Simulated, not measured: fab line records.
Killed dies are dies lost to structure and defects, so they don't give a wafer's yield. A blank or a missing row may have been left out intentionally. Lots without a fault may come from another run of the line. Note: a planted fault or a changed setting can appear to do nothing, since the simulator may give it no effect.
Split-lot trial / flow n5 finfet / on a route of 1938 steps: 7 lots, 21 wafers read

## SPLIT DETAILS
At N5_BEOL_M5_COAT_22 (resist thk 30 nm), the setting spin rpm was moved away from the recipe's 1500 rpm on 9 of the 21 wafers read, by -10.1% to +9.9%. This setting was run at the recipe's value on the other wafers.

## FROM THE SPLIT TO THE READING: what the file shows between them, 5 steps
- N5_BEOL_M5_EBR_24
- N5_BEOL_M5_SOFTBAKE_23: time 60 s
- N5_BEOL_M5_EXPOSE_25: exposes mask V4, defocus 10 nm
- N5_BEOL_M5_PEB_26: peb time 60 s
- N5_BEOL_M5_DEVELOP_27: develop time 30 s

## THE READING
CAR-EUV_of_BEOL_M5_COAT_22.thk nm (the simulator's own value, which no gauge read), in nm, at N5_BEOL_M5_DESCUM_33 (chemistry O2, time 7 s). There is no usual value for it anywhere in the file. Across the 12 wafers here that went through the recipe, the average is 26.0 nm and the standard deviation 0.099 nm.

wafer=L075.1; tool, chamber at the split=litho track-04, 0; spin rpm as run, rpm=1348; against the recipe=-10.1%; CAR-EUV_of_BEOL_M5_COAT_22.thk nm, nm=27.6; against lot-mates on the recipe=no lot-mate on the recipe
wafer=L075.6; tool, chamber at the split=litho track-04, 0; spin rpm as run, rpm=1348; against the recipe=-10.1%; CAR-EUV_of_BEOL_M5_COAT_22.thk nm, nm=27.6; against lot-mates on the recipe=no lot-mate on the recipe
wafer=L075.3; tool, chamber at the split=litho track-04, 0; spin rpm as run, rpm=1348; against the recipe=-10.1%; CAR-EUV_of_BEOL_M5_COAT_22.thk nm, nm=27.4; against lot-mates on the recipe=no lot-mate on the recipe
wafer=L081.2; tool, chamber at the split=litho track-04, 0; spin rpm as run, rpm=1500; against the recipe=recipe; CAR-EUV_of_BEOL_M5_COAT_22.thk nm, nm=26; against lot-mates on the recipe=-
wafer=L081.5; tool, chamber at the split=litho track-04, 0; spin rpm as run, rpm=1500; against the recipe=recipe; CAR-EUV_of_BEOL_M5_COAT_22.thk nm, nm=26; against lot-mates on the recipe=-
wafer=L081.6; tool, chamber at the split=litho track-04, 0; spin rpm as run, rpm=1649; against the recipe=+9.9%; CAR-EUV_of_BEOL_M5_COAT_22.thk nm, nm=24.6; against lot-mates on the recipe=-1.4
wafer=L083.1; tool, chamber at the split=litho track-05, 0; spin rpm as run, rpm=1500; against the recipe=recipe; CAR-EUV_of_BEOL_M5_COAT_22.thk nm, nm=26; against lot-mates on the recipe=-
wafer=L083.3; tool, chamber at the split=litho track-05, 0; spin rpm as run, rpm=1565; against the recipe=+4.3%; CAR-EUV_of_BEOL_M5_COAT_22.thk nm, nm=25.4; against lot-mates on the recipe=-0.6
wafer=L083.4; tool, chamber at the split=litho track-05, 0; spin rpm as run, rpm=1565; against the recipe=+4.3%; CAR-EUV_of_BEOL_M5_COAT_22.thk nm, nm=25.4; against lot-mates on the recipe=-0.6
wafer=L086.2; tool, chamber at the split=litho track-04, 0; spin rpm as run, rpm=1500; against the recipe=recipe; CAR-EUV_of_BEOL_M5_COAT_22.thk nm, nm=26; against lot-mates on the recipe=-
wafer=L086.4; tool, chamber at the split=litho track-04, 0; spin rpm as run, rpm=1500; against the recipe=recipe; CAR-EUV_of_BEOL_M5_COAT_22.thk nm, nm=26; against lot-mates on the recipe=-
wafer=L086.6; tool, chamber at the split=litho track-04, 0; spin rpm as run, rpm=1627; against the recipe=+8.5%; CAR-EUV_of_BEOL_M5_COAT_22.thk nm, nm=24.8; against lot-mates on the recipe=-1.2
wafer=L088.1; tool, chamber at the split=litho track-02, 0; spin rpm as run, rpm=1457; against the recipe=-2.9%; CAR-EUV_of_BEOL_M5_COAT_22.thk nm, nm=26.6; against lot-mates on the recipe=+0.5
wafer=L088.3; tool, chamber at the split=litho track-02, 0; spin rpm as run, rpm=1500; against the recipe=recipe; CAR-EUV_of_BEOL_M5_COAT_22.thk nm, nm=26; against lot-mates on the recipe=-
wafer=L088.6; tool, chamber at the split=litho track-02, 0; spin rpm as run, rpm=1500; against the recipe=recipe; CAR-EUV_of_BEOL_M5_COAT_22.thk nm, nm=26.2; against lot-mates on the recipe=-
wafer=L093.1; tool, chamber at the split=litho track-04, 0; spin rpm as run, rpm=1500; against the recipe=recipe; CAR-EUV_of_BEOL_M5_COAT_22.thk nm, nm=26.2; against lot-mates on the recipe=-
wafer=L093.2; tool, chamber at the split=litho track-04, 0; spin rpm as run, rpm=1591; against the recipe=+6.1%; CAR-EUV_of_BEOL_M5_COAT_22.thk nm, nm=25.2; against lot-mates on the recipe=-0.9
wafer=L093.4; tool, chamber at the split=litho track-04, 0; spin rpm as run, rpm=1500; against the recipe=recipe; CAR-EUV_of_BEOL_M5_COAT_22.thk nm, nm=26; against lot-mates on the recipe=-
wafer=L095.2; tool, chamber at the split=litho track-02, 0; spin rpm as run, rpm=1500; against the recipe=recipe; CAR-EUV_of_BEOL_M5_COAT_22.thk nm, nm=26; against lot-mates on the recipe=-
wafer=L095.6; tool, chamber at the split=litho track-02, 0; spin rpm as run, rpm=1500; against the recipe=recipe; CAR-EUV_of_BEOL_M5_COAT_22.thk nm, nm=26; against lot-mates on the recipe=-
wafer=L095.4; tool, chamber at the split=litho track-02, 0; spin rpm as run, rpm=1500; against the recipe=recipe; CAR-EUV_of_BEOL_M5_COAT_22.thk nm, nm=25.8; against lot-mates on the recipe=-

THE FIT
A straight line over all 21 wafers: CAR-EUV_of_BEOL_M5_COAT_22.thk nm changes by -0.147 nm for each +1% of spin rpm; r = -0.99; the points scatter about the line by 0.095 nm.
The same after taking each lot's own level away (the mean of its wafers on the recipe; 18 wafers): -0.144 nm for each +1%; r = -0.99; scatter 0.069 nm.
That fit puts the effect of the largest move of spin rpm on the reading at 1.5 nm.
Measured against the standard deviation above, the lots' own levels, which go from 25.93 to 26.10 nm, span 1.7 times it.
Hence the lot-to-lot level has little effect on the slope; both slopes agree.
Check: with one of the wafers moved furthest among these (+9.9%) left out of the fit, the line predicts -1.44 nm for it against its lot-mates. Against them it came out at -1.4 nm.

## OTHER SPLITS APPLIED TO THESE WAFERS
Note: prior to the reading, these wafers also went through further splits. Each is held against what the fit with the lots' levels taken away leaves over:
other split on the same wafers=N5_BEOL_M3_COAT_61 spin rpm; wafers away from the commonest value=9; r with CAR-EUV_of_BEOL_M5_COAT_22.thk nm (lot level and that fit taken away)=+0.18
other split on the same wafers=N5_BEOL_M3_COAT_05 spin rpm; wafers away from the commonest value=9; r with CAR-EUV_of_BEOL_M5_COAT_22.thk nm (lot level and that fit taken away)=-0.23
other split on the same wafers=N5_BEOL_M4_ILD_DEP_00 time s; wafers away from the commonest value=8; r with CAR-EUV_of_BEOL_M5_COAT_22.thk nm (lot level and that fit taken away)=-0.19
other split on the same wafers=N5_BEOL_M4_COAT_73 spin rpm; wafers away from the commonest value=12; r with CAR-EUV_of_BEOL_M5_COAT_22.thk nm (lot level and that fit taken away)=-0.08
other split on the same wafers=N5_BEOL_M5_COAT_74 spin rpm; wafers away from the commonest value=6; r with CAR-EUV_of_BEOL_M5_COAT_22.thk nm (lot level and that fit taken away)=+0.13

## THE WHOLE CHAIN: every reading that the file lists as answering this split, in the file's order
step=N5_BEOL_M5_COAT_22; what it does=resist thk 30 nm; reading=CAR-EUV_of_BEOL_M5_COAT_22.thk nm (the simulator's own value, which no gauge read); change (the file's fit)=-0.134 nm for each +1% of the setting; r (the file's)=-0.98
step=N5_BEOL_M5_DEVELOP_27; what it does=develop time 30 s; reading=CAR-EUV_of_BEOL_M5_COAT_22.thk nm (the simulator's own value, which no gauge read); change (the file's fit)=-0.148 nm for each +1% of the setting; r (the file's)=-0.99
step=N5_BEOL_M5_DESCUM_33; what it does=chemistry O2, time 7 s; reading=CAR-EUV_of_BEOL_M5_COAT_22.thk nm (the simulator's own value, which no gauge read); change (the file's fit)=-0.143 nm for each +1% of the setting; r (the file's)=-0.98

## FILE'S OWN FIT
CAR-EUV_of_BEOL_M5_COAT_22.thk nm changes by -0.143 nm for each +1% of spin rpm, r = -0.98.
